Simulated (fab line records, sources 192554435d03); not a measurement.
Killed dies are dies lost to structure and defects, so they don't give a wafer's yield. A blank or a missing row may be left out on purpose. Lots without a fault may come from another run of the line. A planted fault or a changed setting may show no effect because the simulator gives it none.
fab line records | flow n5_finfet | part 1 of 2: steps 1 to 19 of 27
record lots=5 wafers=15 last_day=17
route steps=1938 shown HKMG_FIN@446 GATE_CUT@465
lots that met no fault: from a run of the same line without faults
start_h: hours from the record's first day to the start of the lot's first wafer shown | wait_h: hours since the lot's step before | " the same as in the row above | L1.1+2: a row that stands for several wafers | - no value, or no start given | * or withheld: withheld | < > ~ a bound
route shown NAME@n: a module of which the file shows steps, and the number in the route of the first | usual: mean/standard deviation of fault-free wafers | same: alike in all rows | chamber/n: place in a boat | sites: the reading at each site | _std_site: their standard deviation | _edge_site: outer sites' mean less inner sites' | radius_mm: how far each site lies from the wafer's centre | mask NAME#n: copy n | behind: the tool/chamber that last shaped the wafer | hold: why the lot was held/for how many hours/how that ended | device: the transistor (n, p or np) that didn't switch | end of line: the same wafers' tests at the end of the route | a step without rows: its recipe alone | killed: dies lost to structure and defects at the first sort, not the wafer's yield | map: a wafer's dies, x killed, . not, _ none there
set.NAME: the setting as run; set.NAME@STEP: as run at that earlier step | model.NAME: the simulator's own value behind a step, which no gauge read
lots at some steps of the route; a table a step, a row a wafer
services: from which hour (start_h, from the record's first day; less than 0 if before it) a tool's chamber was out of use, for how many hours, and why
## steps
# step N5_HKMG_FIN_WET_ETCH_87
# recipe chemistry=SC1 target=TiN mix=1:2:40 temp_c=50 time_s=154.2 target_depth_nm=4.7 dry=ipa_marangoni rinse_time_s=30 rinse_temp_c=23
# columns lot.wafer tool chamber start_h wait_h
L077.3+4+6 wet_bench-04 4,5,0 96.53 0.1
L078.1+3+4 wet_bench-05 5,4,6 105.46 0.1
L087.1+2+6 wet_bench-04 7,1,3 153.91 0.1
L090.1+2+6 wet_bench-03 2,3,0 181.37 0.1
L094.2+3+4 wet_bench-05 6,0,3 201.64 0.1
# step N5_HKMG_FIN_STRIP_88
# recipe chemistry=N2/H2 power_w=2500 temp_c=300 h2_frac=0.65 time_s=360 pressure_mtorr=withheld n2_flow_sccm=1750 h2_flow_sccm=3250
# usual drypump_motor_current_A=5.6/0.36 heater_power_w=434/18
# columns lot.wafer tool chamber start_h wait_h drypump_motor_current_A heater_power_w rf_hours_counter_h
L077.3 plasma_asher-01 0 96.74 0.1 6.0 437 -
L077.4 " 1 " " 5.4 405 -
L077.6 " 1 " " 5.4 409 -
L078.1 plasma_asher-01 0 105.55 0.0 6.0 441 44
L078.3 " 1 " " 5.4 415 -
L078.4 " 0 " " 6.0 436 -
L087.1 plasma_asher-02 0 154.00 0.0 5.8 450 106
L087.2 " 1 " " 5.1 435 106
L087.6 " 0 " " 5.8 452 -
L090.1 plasma_asher-02 1 181.52 0.1 5.1 455 111
L090.2 " 0 " " 5.8 442 111
L090.6 " 1 " " 5.1 436 -
L094.2 plasma_asher-01 1 201.73 0.0 5.4 398 59
L094.3 " 1 " " 5.4 408 -
L094.4 " 0 " " 6.0 439 -
# step N5_HKMG_FIN_NWFM_ALD_20
# recipe material=TiAlC target_thk_a=20 temp_c=300 ald_precursor_family=TiCl4 ald_co_reactant=TEA pulse_time_s=3 purge_time_s=2 co_reactant_purge_time_s=2 co_reactant_pulse_time_s=10 ald_cycles=7 pressure_torr=3
# usual heater_power_w=494/41 precursor_pulse_height_rel=0.999/0.018
# same purge_time_s=2
# columns lot.wafer tool chamber start_h wait_h heater_power_w precursor_pulse_height_rel
L077.3 ald_metal-04 2 97.01 0.1 469 1.004
L077.4 " 3 " " 505 0.991
L077.6 " 1 " " 469 0.999
L078.1 ald_metal-02 1 105.94 0.3 538 0.991
L078.3 " 2 " " 491 0.985
L078.4 " 0 " " 449 0.961
L087.1 ald_metal-04 0 154.38 0.3 505 1.009
L087.2 " 2 " " 458 1.011
L087.6 " 0 " " 517 1.009
L090.1 ald_metal-02 1 182.13 0.5 531 0.999
L090.2 " 2 " " 491 1.030
L090.6 " 2 " " 490 0.987
L094.2 ald_metal-02 2 202.11 0.3 477 1.001
L094.3 " 0 " " 459 1.011
L094.4 " 0 " " 465 0.992
# step N5_HKMG_FIN_ALD_71
# recipe material=TiN target_thk_a=10 temp_c=400 ald_precursor_family=TiCl4 ald_co_reactant=NH3 pulse_time_s=1 purge_time_s=3 co_reactant_purge_time_s=2 co_reactant_pulse_time_s=2 ald_cycles=47 pressure_torr=3
# usual heater_power_w=881/75 precursor_pulse_height_rel=1.007/0.02
# same purge_time_s=3
# columns lot.wafer tool chamber start_h wait_h heater_power_w precursor_pulse_height_rel
L077.3 ald_metal-04 2 97.11 0.0 819 1.014
L077.4 " 3 " " 916 0.989
L077.6 " 1 " " 842 0.984
L078.1 ald_metal-02 1 106.04 0.0 947 1.021
L078.3 " 2 " " 865 0.989
L078.4 " 0 " " 816 1.004
L087.1 ald_metal-04 0 154.48 0.0 912 0.989
L087.2 " 2 " " 806 1.026
L087.6 " 0 " " 902 1.027
L090.1 ald_metal-02 1 182.23 0.0 950 0.993
L090.2 " 2 " " 880 0.991
L090.6 " 2 " " 875 1.041
L094.2 ald_metal-02 2 202.21 0.0 889 1.041
L094.3 " 0 " " 814 1.048
L094.4 " 0 " " 825 1.015
# step N5_HKMG_FIN_COAT_66
# recipe resist=SOC temp_c=250 time_s=60 spin_rpm=1500 resist_thk_nm=300
# columns lot.wafer tool chamber start_h wait_h
L077.3+4+6 litho_track-01 0 97.39 0.2
L078.1+3+4 litho_track-02 0 106.31 0.2
L087.1+2+6 litho_track-02 0 154.76 0.2
L090.1+2+6 litho_track-01 0 182.51 0.2
L094.2+3+4 litho_track-01 0 202.49 0.2
# step N5_HKMG_FIN_ETCH_67
# recipe chemistry=N2/H2 target=SOC target_depth_a=3889 stop_on=TiN ion_energy_ev=100 bias_w=61 pressure_mtorr=30 source_w=850 n2_flow_sccm=200 h2_flow_sccm=200
# usual drypump_motor_current_A=5.5/0.5 oes_product_au=0.82/0.069 rf_vpp_V=240.7/1.2 showerhead_plenum_p_Torr=2.54/0.073 throttle_valve_pct=17.76/0.25
# columns lot.wafer tool chamber start_h wait_h drypump_motor_current_A oes_product_au rf_hours_counter_h rf_vpp_V showerhead_plenum_p_Torr throttle_valve_pct
L077.3 rie_diel-03 3 97.45 - 6.0 0.77 108 241.4 2.55 17.66
L077.4 " 2 " " 5.6 0.93 3 241.1 2.59 17.23
L077.6 " 2 " " 5.6 0.93 - 240.8 2.59 17.23
L078.1 rie_diel-02 3 106.45 - 5.4 0.78 122 242.4 2.66 17.74
L078.3 " 0 " " 5.4 0.73 131 240.9 2.55 17.97
L078.4 " 1 " " 5.1 0.89 14 240.7 2.50 17.79
L087.1 rie_diel-02 3 154.99 - 5.4 0.76 139 244.4 2.65 17.78
L087.2 " 0 " " 5.4 0.72 148 240.3 2.54 18.02
L087.6 " 3 " " 5.4 0.77 - 241.1 2.65 17.79
L090.1 rie_diel-03 3 182.57 - 6.0 0.75 133 240.9 2.54 17.71
L090.2 " 1 " " 6.1 0.88 42 241.6 2.59 17.52
L090.6 " 2 " " 5.6 0.86 - 241.1 2.58 17.28
L094.2 rie_diel-02 1 202.64 - 5.1 0.83 46 239.6 2.48 17.86
L094.3 " 2 " " 5.1 0.89 36 239.6 2.49 18.10
L094.4 " 3 " " 5.4 0.75 153 240.7 2.65 17.80
# step N5_HKMG_FIN_STRIP_90
# recipe chemistry=N2/H2 material=SOC time_s=20 power_w=500 temp_c=40 pressure_mtorr=50 rf_frequency_hz=6e+07 bias_power_w=8 h2_frac=0.5 n2_flow_sccm=300 h2_flow_sccm=300
# usual drypump_motor_current_A=5.5/0.5 oes_product_au=0.83/0.073 power_w=499.9/1.4 rf_vpp_V=54.3/0.94 showerhead_plenum_p_Torr=3.36/0.093 throttle_valve_pct=19.0/0.46
# columns lot.wafer tool chamber start_h wait_h drypump_motor_current_A oes_product_au power_w rf_hours_counter_h rf_vpp_V showerhead_plenum_p_Torr throttle_valve_pct
L077.3 rie_diel-03 3 97.51 0.0 6.0 0.79 502.3 108 54.7 3.37 19.4
L077.4 " 2 " " 5.6 0.96 500.0 3 54.6 3.42 18.1
L077.6 " 2 " " 5.6 0.96 499.7 - 55.0 3.42 18.1
L078.1 rie_diel-02 3 106.51 0.0 5.4 0.78 500.3 123 55.4 3.51 18.7
L078.3 " 0 " " 5.4 0.74 502.0 131 53.9 3.37 19.2
L078.4 " 1 " " 5.1 0.88 497.9 15 54.0 3.30 19.1
L087.1 rie_diel-02 3 155.05 0.0 5.4 0.77 502.6 139 54.3 3.50 18.7
L087.2 " 0 " " 5.4 0.72 498.5 148 54.3 3.36 19.3
L087.6 " 3 " " 5.4 0.77 500.4 - 53.6 3.50 18.7
L090.1 rie_diel-03 3 182.63 0.0 6.0 0.77 500.1 133 54.9 3.36 19.4
L090.2 " 1 " " 6.1 0.87 500.1 42 55.3 3.42 18.7
L090.6 " 2 " " 5.6 0.88 499.7 - 54.6 3.41 18.2
L094.2 rie_diel-02 1 202.70 0.0 5.1 0.82 500.6 46 54.3 3.28 19.2
L094.3 " 2 " " 5.2 0.91 499.3 36 55.1 3.30 19.7
L094.4 " 3 " " 5.4 0.75 499.0 154 54.7 3.49 18.7
# step N5_HKMG_FIN_WET_ETCH_73
# recipe chemistry=SC1 mix=1:2:40 temp_c=50 time_s=42.3 target_depth_nm=1.3 dry=ipa_marangoni rinse_time_s=30 rinse_temp_c=23
# columns lot.wafer tool chamber start_h wait_h
L077.3+4+6 wet_bench-05 4,1,7 97.61 0.1
L078.1+3+4 wet_bench-03 0,5,4 106.61 0.1
L087.1+2+6 wet_bench-03 5,7,2 155.15 0.1
L090.1+2+6 wet_bench-05 2,7,4 182.73 0.1
L094.2+3+4 wet_bench-05 0,7,1 202.80 0.1
# step N5_HKMG_FIN_ETCHBACK_68
# recipe chemistry=Cl2/Ar stop_on=HfO2 target_depth_a=5 pressure_mtorr=10 icp_w=600 bias_w=60 Cl2_flow_sccm=40 Ar_flow_sccm=60
# usual drypump_motor_current_A=5.8/0.45 mfc_cl2_sccm=39.99/0.12 oes_ar_750_au=0.78/0.1 oes_product_au=0.77/0.11 throttle_valve_pct=20.87/0.15
# columns lot.wafer tool chamber start_h wait_h drypump_motor_current_A mfc_cl2_sccm oes_ar_750_au oes_product_au rf_hours_counter_h throttle_valve_pct
L077.3 rie_metal-02 0 97.74 0.1 6.1 39.91 0.75 0.74 - 20.90
L077.4 " 0 " " 6.1 40.04 0.76 0.75 - 20.91
L077.6 " 0 " " 6.1 39.99 0.75 0.76 - 20.91
L078.1 rie_metal-01 0 106.67 0.0 6.2 40.02 0.93 0.95 1 20.69
L078.3 " 1 " " 5.8 39.85 0.66 0.66 - 21.04
L078.4 " 0 " " 6.2 39.86 0.94 0.95 - 20.69
L087.1 rie_metal-02 1 155.21 0.0 5.6 39.95 0.94 0.92 3 20.85
L087.2 " 0 " " 6.1 40.09 0.74 0.74 56 20.92
L087.6 " 1 " " 5.6 40.05 0.95 0.92 - 20.83
L090.1 rie_metal-02 1 182.79 0.0 5.6 39.93 0.92 0.91 5 20.85
L090.2 " 0 " " 6.1 40.16 0.73 0.73 58 20.92
L090.6 " 0 " " 6.1 40.06 0.73 0.73 - 20.92
L094.2 rie_metal-02 0 202.86 0.0 6.1 39.88 0.73 0.73 60 20.93
L094.3 " 1 " " 5.6 40.01 0.91 0.88 - 20.86
L094.4 " 0 " " 6.1 40.03 0.73 0.72 - 20.94
# step N5_HKMG_FIN_STRIP_69
# recipe chemistry=N2/H2 power_w=2500 temp_c=300 h2_frac=0.65 time_s=360 pressure_mtorr=withheld n2_flow_sccm=1750 h2_flow_sccm=3250
# usual drypump_motor_current_A=5.6/0.36 heater_power_w=438/17
# columns lot.wafer tool chamber start_h wait_h drypump_motor_current_A heater_power_w rf_hours_counter_h
L077.3 plasma_asher-01 1 98.05 0.3 5.4 408 -
L077.4 " 0 " " 6.0 450 -
L077.6 " 1 " " 5.4 414 -
L078.1 plasma_asher-02 0 106.81 0.1 5.8 444 92
L078.3 " 1 " " 5.1 425 -
L078.4 " 0 " " 5.8 444 -
L087.1 plasma_asher-01 1 155.35 0.1 5.4 408 51
L087.2 " 0 " " 6.0 447 51
L087.6 " 0 " " 6.0 437 -
L090.1 plasma_asher-02 0 182.93 0.1 5.8 436 111
L090.2 " 1 " " 5.1 441 111
L090.6 " 1 " " 5.1 435 -
L094.2 plasma_asher-01 1 203.01 0.1 5.4 400 59
L094.3 " 1 " " 5.4 416 -
L094.4 " 0 " " 6.1 451 -
# step N5_HKMG_FIN_ALD_21
# recipe material=TiN target_thk_a=15 temp_c=400 ald_precursor_family=TiCl4 ald_co_reactant=NH3 pulse_time_s=1 purge_time_s=3 co_reactant_purge_time_s=2 co_reactant_pulse_time_s=2 ald_cycles=68 pressure_torr=3
# usual heater_power_w=877/70 precursor_pulse_height_rel=1.003/0.018
# same purge_time_s=3
# columns lot.wafer tool chamber start_h wait_h heater_power_w precursor_pulse_height_rel
L077.3 ald_metal-02 2 98.31 0.1 863 0.979
L077.4 " 2 " " 857 0.997
L077.6 " 0 " " 807 1.005
L078.1 ald_metal-03 2 107.19 0.3 822 1.003
L078.3 " 3 " " 956 1.020
L078.4 " 0 " " 768 1.029
L087.1 ald_metal-02 3 155.74 0.3 892 1.012
L087.2 " 1 " " 937 0.999
L087.6 " 3 " " 879 0.999
L090.1 ald_metal-04 1 183.31 0.3 829 0.986
L090.2 " 3 " " 955 1.009
L090.6 " 2 " " 806 0.984
L094.2 ald_metal-02 2 203.39 0.3 858 0.994
L094.3 " 1 " " 955 0.976
L094.4 " 0 " " 814 0.987
# step N5_HKMG_FIN_ALD_72
# recipe material=W target_thk_a=20 temp_c=300 pressure_torr=7.5 ald_precursor_family=WF6 ald_co_reactant=B2H6 pulse_time_s=1 purge_time_s=2 co_reactant_purge_time_s=2 co_reactant_pulse_time_s=3 ald_cycles=7
# usual heater_power_w=467/38 precursor_pulse_height_rel=1.002/0.018
# same purge_time_s=2
# columns lot.wafer tool chamber start_h wait_h heater_power_w precursor_pulse_height_rel
L077.3 cvd_w-01 0 98.69 0.2 501 1.009
L077.4 " 1 " " 490 1.012
L077.6 " 0 " " 489 1.011
L078.1 cvd_w-01 1 107.55 0.2 505 1.001
L078.3 " 1 " " 492 1.001
L078.4 " 0 " " 498 1.042
L087.1 cvd_w-01 1 156.10 0.2 494 1.001
L087.2 " 0 " " 498 0.986
L087.6 " 1 " " 509 1.004
L090.1 cvd_w-02 0 183.68 0.2 417 1.005
L090.2 " 1 " " 480 1.053
L090.6 " 0 " " 417 1.021
L094.2 cvd_w-02 0 203.75 0.2 420 0.988
L094.3 " 0 " " 421 0.984
L094.4 " 1 " " 482 0.977
# step N5_HKMG_FIN_W_FILL_22
# recipe material=W target_thk_a=600 temp_c=400 pressure_torr=39.4 time_s=18.2
# usual heater_power_w=835/67 throttle_valve_pct=19.1/1.3
# columns lot.wafer tool chamber start_h wait_h heater_power_w throttle_valve_pct
L077.3 cvd_w-01 0 98.74 0.0 897 19.3
L077.4 " 1 " " 905 20.0
L077.6 " 0 " " 891 19.3
L078.1 cvd_w-01 1 107.62 0.0 897 19.7
L078.3 " 1 " " 886 19.9
L078.4 " 0 " " 888 18.9
L087.1 cvd_w-01 1 156.16 0.0 884 20.1
L087.2 " 0 " " 898 19.4
L087.6 " 1 " " 904 20.2
L090.1 cvd_w-02 0 183.74 0.0 751 20.1
L090.2 " 1 " " 866 17.0
L090.6 " 0 " " 743 20.2
L094.2 cvd_w-02 0 203.81 0.0 742 20.4
L094.3 " 0 " " 735 20.4
L094.4 " 1 " " 889 17.3
# step N5_HKMG_FIN_PRECLEAN_83
# recipe chemistry=DIW time_s=57.5 temp_c=23
# columns lot.wafer tool chamber start_h wait_h
L077.3+4+6 wet_bench-03 0,3,5 98.79 0.0
L078.1+3+4 wet_bench-03 2,1,3 107.67 0.0
L087.1+2+6 wet_bench-04 3,4,5 156.22 0.0
L090.1+2+6 wet_bench-03 3,1,5 183.80 0.0
L094.2+3+4 wet_bench-05 2,7,0 203.87 0.0
# step N5_HKMG_FIN_SRD_84
# recipe dry_time_s=32 dry=n2_spin spin_rpm=1500
# columns lot.wafer tool chamber start_h wait_h
L077.3+4+6 wet_bench-03 0,3,5 98.81 0.0
L078.1+3+4 wet_bench-03 2,1,3 107.69 0.0
L087.1+2+6 wet_bench-04 3,4,5 156.24 0.0
L090.1+2+6 wet_bench-03 3,1,5 183.81 0.0
L094.2+3+4 wet_bench-05 2,7,0 203.89 0.0
# step N5_HKMG_FIN_CMP_23
# recipe stop_on=SiNx t_overpolish_s=10 post_cmp_clean=rinse_only down_force_psi=4 platen_rpm=50.289 pad_velocity_m_s=1.0006 target_thk_nm=46.326
# usual motor_current_A=12.9/1.9 overpolish_run_s=9.999/0.0093 time_to_endpoint_s=12.9/2.4
# columns lot.wafer tool chamber start_h wait_h motor_current_A overpolish_run_s time_to_endpoint_s
L077.3 cmp-01 2 99.00 0.2 15.3 9.991 13.5
L077.4 " 3 " " 13.0 9.986 16.0
L077.6 " 1 " " 14.8 10.005 16.3
L078.1 cmp-01 2 107.72 0.0 15.8 9.992 10.4
L078.3 " 0 " " 13.0 10.004 10.3
L078.4 " 1 " " 14.6 9.993 9.5
L087.1 cmp-04 2 156.28 0.0 11.2 9.989 17.0
L087.2 " 0 " " 10.3 10.004 12.0
L087.6 " 2 " " 10.3 9.991 18.5
L090.2 cmp-02 0 184.01 0.2 9.0 10.006 15.0
L090.1 " 1 " " 12.1 10.006 13.3
L090.6 " 3 " " 11.0 9.983 15.1
L094.2 cmp-04 3 204.03 0.1 13.1 10.011 12.7
L094.4 " 0 " " 11.4 10.003 7.4
L094.3 " 1 " " 9.8 10.007 13.9
# step N5_HKMG_FIN_CMP_94
# recipe stop_on=SiNx post_cmp_clean=w_dilute_nh4oh t_overpolish_s=4.7 down_force_psi=4 platen_rpm=50.289 pad_velocity_m_s=1.0006 target_thk_nm=43.299
# usual motor_current_A=12.9/1.9
# columns lot.wafer tool chamber start_h wait_h motor_current_A
L077.3 cmp-01 2 99.38 0.3 16.0
L077.4 " 3 " " 12.7
L077.6 " 1 " " 15.4
L078.1 cmp-01 2 108.20 0.4 15.6
L078.3 " 0 " " 12.5
L078.4 " 1 " " 15.5
L087.1 cmp-04 2 156.76 0.4 10.8
L087.2 " 0 " " 10.7
L087.6 " 2 " " 9.9
L090.2 cmp-02 0 184.39 0.3 9.4
L090.1 " 1 " " 12.6
L090.6 " 3 " " 10.8
L094.2 cmp-04 3 204.46 0.3 13.4
L094.4 " 0 " " 10.8
L094.3 " 1 " " 10.3
# step N5_HKMG_FIN_INSPECT_28
# recipe inspect_instrument=darkfield mode=post_cmp
# usual raw_defect_count=40/16
# columns lot.wafer tool chamber start_h wait_h raw_defect_count
L077.3 defect_inspect-02 - 99.56 0.0 31
L077.4 " - " " 40
L077.6 " - " " 37
L078.1 defect_inspect-01 - 108.43 0.0 21
L078.3 " - " " 36
L078.4 " - " " 24
L087.1 defect_inspect-02 - 156.99 0.0 30
L087.2 " - " " 44
L087.6 " - " " 78
L090.1 defect_inspect-01 - 184.56 0.0 34
L090.2 " - " " 36
L090.6 " - " " 34
L094.2 defect_inspect-02 - 204.66 0.0 52
L094.3 " - " " 55
L094.4 " - " " 32
# step N5_GATE_CUT_ETCHBACK_00
# recipe chemistry=SF6/Cl2 target=W pressure_mtorr=8 icp_w=900 bias_w=80 SF6_flow_sccm=40 Cl2_flow_sccm=60
# usual drypump_motor_current_A=5.7/0.54 mfc_cl2_sccm=59.98/0.17 oes_product_au=0.79/0.099 throttle_valve_pct=27.50/0.25
# columns lot.wafer tool chamber start_h wait_h drypump_motor_current_A mfc_cl2_sccm oes_product_au rf_hours_counter_h throttle_valve_pct
L077.3 rie_metal-02 0 99.67 0.1 6.1 60.23 0.76 - 27.65
L077.4 " 0 " " 6.1 60.08 0.77 - 27.65
L077.6 " 0 " " 6.1 60.07 0.76 - 27.65
L078.1 rie_metal-02 0 108.47 0.0 6.1 60.08 0.77 51 27.64
L078.3 " 0 " " 6.1 60.27 0.76 - 27.66
L078.4 " 0 " " 6.1 60.28 0.77 - 27.65
L087.1 rie_metal-02 0 157.02 0.0 6.1 60.04 0.75 56 27.65
L087.2 " 1 " " 5.6 60.11 0.94 3 27.63
L087.6 " 0 " " 6.1 60.45 0.75 - 27.65
L090.1 rie_metal-01 1 184.60 0.0 5.8 59.96 0.65 109 27.92
L090.2 " 0 " " 6.2 59.68 0.91 8 27.33
L090.6 " 0 " " 6.2 59.62 0.90 - 27.35
L094.2 rie_metal-03 1 204.70 0.0 5.9 60.04 0.69 80 27.11
L094.3 " 0 " " 4.6 59.85 0.79 - 27.54
L094.4 " 1 " " 5.9 60.28 0.69 - 27.12
